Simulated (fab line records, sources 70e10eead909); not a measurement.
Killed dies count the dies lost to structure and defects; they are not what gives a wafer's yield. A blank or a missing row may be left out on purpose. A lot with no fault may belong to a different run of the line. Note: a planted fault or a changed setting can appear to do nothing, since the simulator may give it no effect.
Which tool did it?	flow nand-harc	14 lots, 42 wafers sampled, at 4 steps of a route of 1159

## WHAT EACH GAUGE READ, for each wafer
The record holds no reading of a measuring or inspecting step that can be judged against a usual standard deviation.

## WHAT TOOL EACH LOT RAN ON (gives the tool, then ch and the chambers of the sampled wafers, and finally the start)
lot	NHARC_A_CHANNEL_FILL_D1_ALD_25	NHARC_A_CHANNEL_FILL_D1_RTA_24	NHARC_A_STAIRCASE_EXPOSE_163	NHARC_A_STAIRCASE_ETCH_170
L734	ald-hk-03 ch 1,3, day 10 13:05	rtp-anneal-01 ch 0, day 11 00:52	krf-scanner-03 ch 0, day 11 01:44	rie-diel-07 ch 0,1,2, no start
L735	ald-hk-03 ch 0,1,2, day 10 18:35	rtp-anneal-02 ch 0, day 11 05:08	krf-scanner-01 ch 0, day 11 06:06	rie-diel-02 ch 0,3, no start
L737	ald-hk-04 ch 0,1,2, day 11 01:51	rtp-anneal-01 ch 0, day 11 13:54	krf-scanner-01 ch 0, day 11 14:46	rie-diel-01 ch 1,2,3, no start
L738	ald-hk-01 ch 0,2,3, day 11 03:01	rtp-anneal-02 ch 0, day 11 13:44	krf-scanner-03 ch 0, day 11 14:37	rie-diel-02 ch 0,1,2, no start
L739	ald-hk-01 ch 0,1,3, day 11 16:25	rtp-anneal-01 ch 0, day 12 04:20	krf-scanner-01 ch 0, day 12 05:12	rie-diel-01 ch 0,2,3, no start
L740	ald-hk-04 ch 2,3, day 11 16:25	rtp-anneal-01 ch 0, day 12 04:10	krf-scanner-03 ch 0, day 12 05:02	rie-diel-01 ch 0,1,3, no start
L744	ald-hk-01 ch 0,3, day 12 12:44	rtp-anneal-01 ch 0, day 13 00:28	krf-scanner-03 ch 0, day 13 01:31	rie-diel-07 ch 2,3, no start
L743	ald-hk-04 ch 0,1, day 12 13:46	rtp-anneal-02 ch 0, day 13 00:34	krf-scanner-02 ch 0, day 13 01:22	rie-diel-01 ch 0,1,2, no start
L747	ald-hk-01 ch 0,1,3, day 13 05:00	rtp-anneal-01 ch 0, day 13 16:29	krf-scanner-02, day 13 17:21	rie-diel-02 ch 0,1,2, no start
L746	ald-hk-03 ch 0,1, day 13 08:40	rtp-anneal-01 ch 0, day 13 20:23	krf-scanner-03, day 13 21:15	rie-diel-01 ch 0,1, no start
L753	ald-hk-01 ch 0,2,3, day 15 01:38	rtp-anneal-01 ch 0, day 15 12:19	krf-scanner-02 ch 0, day 15 15:28	rie-diel-02 ch 1,2,3, no start
L756	ald-hk-01 ch 1,2,3, day 15 10:10	rtp-anneal-02 ch 0, day 15 20:45	krf-scanner-01 ch 0, day 15 21:35	rie-diel-07 ch 1,2,3, no start
L754	ald-hk-04 ch 1,2,3, day 15 10:10	rtp-anneal-01 ch 0, day 15 20:44	krf-scanner-02 ch 0, day 15 21:26	rie-diel-07 ch 1,2, no start
L755	ald-hk-03 ch 0,1,2, day 15 17:08	rtp-anneal-01 ch 0, day 16 05:01	krf-scanner-01 ch 0, day 16 05:46	rie-diel-07 ch 0,2,3, no start
- NHARC_A_CHANNEL_FILL_D1_ALD_25: deposits SiOx, target thk 60 nm, pulse time 10 s, ald cycles 600.
- NHARC_A_CHANNEL_FILL_D1_RTA_24: time 5 s.
- NHARC_A_STAIRCASE_EXPOSE_163: exposes mask STAIR OPEN.
- NHARC_A_STAIRCASE_ETCH_170: etches the open film in C4F6/O2, target depth 200 nm, time 66.667 s.

## AS READ BY THE TOOLS THEMSELVES (means over the sampled wafers that have a number; for cases with no such wafer, the mark the record gives instead)
NHARC_A_CHANNEL_FILL_D1_ALD_25. Usual: heater-power-w 471 W, standard deviation 30; precursor-pulse-height-rel 1.002, standard deviation 0.019.
lot	tool	heater-power-w (W)	precursor-pulse-height-rel	flag
L734	ald-hk-03	449	0.996	
L735	ald-hk-03	464	0.989	
L737	ald-hk-04	498	1.010	
L738	ald-hk-01	458	0.996	
L739	ald-hk-01	441	1.002	
L740	ald-hk-04	477	0.998	
L744	ald-hk-01	447	1.015	
L743	ald-hk-04	472	1.004	
L747	ald-hk-01	446	0.996	
L746	ald-hk-03	471	0.991	
L753	ald-hk-01	463	1.003	
L756	ald-hk-01	462	1.008	
L754	ald-hk-04	477	1.011	
L755	ald-hk-03	481	0.990	

NHARC_A_CHANNEL_FILL_D1_RTA_24. Usual: lamp-power-pct 33.4 %, standard deviation 1.6; wafer_temp_C_max 1005.4, standard deviation 0.95.
lot	tool	lamp-power-pct (%)	wafer_temp_C_max	flag
L734	rtp-anneal-01	32.3	1005.8	
L735	rtp-anneal-02	35.6	1004.8	
L737	rtp-anneal-01	32.3	1004.8	
L738	rtp-anneal-02	35.6	1005.4	
L739	rtp-anneal-01	32.3	1005.9	
L740	rtp-anneal-01	32.3	1005.9	
L744	rtp-anneal-01	32.2	1005.3	
L743	rtp-anneal-02	35.6	1004.8	
L747	rtp-anneal-01	32.2	1005.5	
L746	rtp-anneal-01	32.3	1006.1	
L753	rtp-anneal-01	32.3	1005.6	
L756	rtp-anneal-02	35.6	1004.9	
L754	rtp-anneal-01	32.3	1005.9	
L755	rtp-anneal-01	32.3	1005.7	

NHARC_A_STAIRCASE_EXPOSE_163. Usual: exposure-dose-mJ-cm2 20.010, standard deviation 0.02; focus-offset-nm 0.1 nm, standard deviation 0.44; reticle-temp-C 22.99 C, standard deviation 0.11.
lot	tool	exposure-dose-mJ-cm2	focus-offset-nm (nm)	reticle-temp-C (C)	flag
L734	krf-scanner-03	20.014	0.5	22.94	
L735	krf-scanner-01	20.014	0.7	22.99	
L737	krf-scanner-01	20.010	0.2	22.91	
L738	krf-scanner-03	20.055	-0.3	23.02	
L739	krf-scanner-01	19.990	-0.0	22.93	
L740	krf-scanner-03	19.994	0.2	23.12	
L744	krf-scanner-03	19.997	0.6	22.87	
L743	krf-scanner-02	20.015	-0.0	23.16	
L747	krf-scanner-02	-	-	-	OFF
L746	krf-scanner-03	-	-	-	OFF
L753	krf-scanner-02	19.995	-0.1	23.08	
L756	krf-scanner-01	19.999	0.7	22.90	
L754	krf-scanner-02	20.001	0.1	22.98	
L755	krf-scanner-01	19.978	-0.3	22.93	

NHARC_A_STAIRCASE_ETCH_170. Usual: drypump-motor-current-A 5.75 A, standard deviation 0.27; o2-flow-sccm 20.00 sccm, standard deviation 0.063; oes-product-au 0.980 a.u., standard deviation 0.019; rf-vpp-V 546 V, standard deviation 3.3; showerhead-plenum-p-Torr 3.86 Torr, standard deviation 0.15; throttle-valve-pct 26.903 %, standard deviation 0.0083.
lot	tool	drypump-motor-current-A (A)	o2-flow-sccm (sccm)	oes-product-au (a.u.)	rf-vpp-V (V)	showerhead-plenum-p-Torr (Torr)	throttle-valve-pct (%)	flag
L734	rie-diel-07	5.72	20.00	0.994	548	4.00	26.901	
L735	rie-diel-02	5.52	20.01	0.968	544	3.84	26.900	
L737	rie-diel-01	5.67	20.03	0.976	542	3.70	26.897	
L738	rie-diel-02	5.99	20.01	0.989	546	3.88	26.904	
L739	rie-diel-01	5.80	19.94	0.988	544	3.78	26.896	
L740	rie-diel-01	5.66	19.93	0.995	544	3.79	26.902	
L744	rie-diel-07	6.11	19.95	0.986	550	4.04	26.905	
L743	rie-diel-01	5.60	19.96	0.993	543	3.77	26.903	
L747	rie-diel-02	5.99	20.03	0.949	546	3.87	26.904	
L746	rie-diel-01	5.57	20.02	0.986	546	3.86	26.907	
L753	rie-diel-02	5.73	20.00	0.977	545	3.89	26.898	
L756	rie-diel-07	5.94	19.98	0.988	548	4.00	26.907	
L754	rie-diel-07	5.84	19.94	0.998	547	3.94	26.902	
L755	rie-diel-07	5.90	20.01	0.996	549	4.01	26.896	

## THE ANSWER, worked out from the rows above alone
Rule: a lot is off if the mean of its wafers that have a number lies more than 3 standard deviations from the usual mean. Also off: a lot with no number at a reading for which 4 or more lots have one. Any other lot the step has rows for is counted as sound. After the gauges, taken in route order, come the tools' own readings; for these a lot's mean is taken, as printed above. The first step at which some lot is off is used, and at that step the reading that is off furthest; a lot without a number counts as furthest.
Off, at NHARC_A_STAIRCASE_EXPOSE_163 on exposure-dose-mJ-cm2: L747, L746. Without a number there: L747, L746.
If a tool, at that step or one of the process steps before it, ran each lot that is off and ran no sound lot following the first of them, it fits. No candidate that was tried fits.

## WHAT THE SIMULATOR PUT IN
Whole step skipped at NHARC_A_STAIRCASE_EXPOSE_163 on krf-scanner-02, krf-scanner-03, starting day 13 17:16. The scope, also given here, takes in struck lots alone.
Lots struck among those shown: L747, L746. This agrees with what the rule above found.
